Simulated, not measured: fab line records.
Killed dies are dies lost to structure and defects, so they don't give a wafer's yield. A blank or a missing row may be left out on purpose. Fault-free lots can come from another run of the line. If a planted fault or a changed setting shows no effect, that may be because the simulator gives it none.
Matching of chambers | flow nandHarc | NHARC_P_M0_ETCH_34 on rieDiel-12: 4 sister chambers
The step etches the open film in N2/H2, target depth 40 nm, overetch 12 nm, time 43.94 s. 22 wafers are shown with their chamber, then 11 later ones without.

== WAFERS PAIRED WITH THEIR CHAMBERS ==
wafer  | chamber | showerheadPlenumPTorr (Torr) | drypumpMotorCurrentA (A) | rfVppV (V)
L075.1 | 0       | 1.98                         | 4.9                      | 428.7
L075.4 | 2       | 1.92                         | 5.7                      | 428.3
L075.5 | 1       | 2.03                         | 5.9                      | 431.3
L074.3 | 2       | 1.92                         | 5.7                      | 426.4
L074.4 | 2       | 1.92                         | 5.7                      | 426.5
L074.5 | 1       | 2.03                         | 5.9                      | 429.8
L076.1 | 3       | 2.13                         | 5.9                      | 432.4
L076.3 | 2       | 1.92                         | 5.7                      | 427.5
L076.4 | 0       | 1.98                         | 4.9                      | 427.5
L078.1 | 0       | 1.97                         | 4.9                      | 428.6
L078.4 | 1       | 2.03                         | 5.9                      | 431.1
L078.6 | 0       | 1.97                         | 4.9                      | 428.4
L080.1 | 3       | 2.13                         | 5.9                      | 431.9
L080.2 | 0       | 1.97                         | 4.9                      | 429.5
L080.3 | 1       | 2.03                         | 5.9                      | 428.5
L081.1 | 2       | 1.92                         | 5.7                      | 427.4
L081.3 | 0       | 1.97                         | 4.9                      | 430.5
L081.5 | 0       | 1.97                         | 4.9                      | 429.2
L086.1 | 1       | 2.03                         | 6.0                      | 431.3
L086.4 | 3       | 2.13                         | 5.9                      | 432.3
L086.6 | 1       | 2.03                         | 5.9                      | 430.1
L087.1 | 0       | 1.97                         | 4.9                      | 427.2

SIGNATURES (means of the wafers above)
reading               | chamber 0 | chamber 1 | chamber 2 | chamber 3 | scatter within a chamber
showerheadPlenumPTorr | 1.9725    | 2.0300    | 1.9200    | 2.1300    | 0.00289
drypumpMotorCurrentA  | 4.900     | 5.917     | 5.700     | 5.900     | 0.0215
rfVppV                | 428.700   | 430.350   | 427.220   | 432.200   | 0.963
Rule: a wafer's distance from a chamber is the root of the sum, over the readings, of the square of ((its reading less the chamber's mean) divided by the reading's scatter). The wafer belongs to the nearest chamber; if the next one is less than 2 further off, it can't be placed. The scatter: the root of (the sum of the squares of (reading less its chamber's mean) over the shown wafers, divided by (wafers less chambers)).

== WAFERS WHOSE CHAMBER IS MISSING ==
wafer  | showerheadPlenumPTorr (Torr) | drypumpMotorCurrentA (A) | rfVppV (V)
L087.3 | 1.91                         | 5.7                      | 427.4
L087.4 | 2.13                         | 5.9                      | 433.4
L089.1 | 1.91                         | 5.7                      | 426.2
L089.2 | 1.97                         | 4.9                      | 428.1
L089.6 | 1.91                         | 5.7                      | 426.0
L090.3 | 2.02                         | 5.9                      | 429.1
L090.4 | 1.97                         | 4.9                      | 428.0
L090.5 | 2.13                         | 5.9                      | 432.2
L097.1 | 1.91                         | 5.7                      | 425.1
L097.4 | 1.91                         | 5.7                      | 428.1
L097.6 | 2.02                         | 5.9                      | 429.5

== WHICH CHAMBER EACH ONE RAN IN ==
wafer  | from the rows above | in truth
L087.3 | 2                   | 2
L087.4 | 3                   | 3
L089.1 | 2                   | 2
L089.2 | 0                   | 0
L089.6 | 2                   | 2
L090.3 | 1                   | 1
L090.4 | 0                   | 0
L090.5 | 3                   | 3
L097.1 | 2                   | 2
L097.4 | 2                   | 2
L097.6 | 1                   | 1
11 of 11 placed correctly. From these rows, 0 cannot be placed. Wrongly placed: 0.
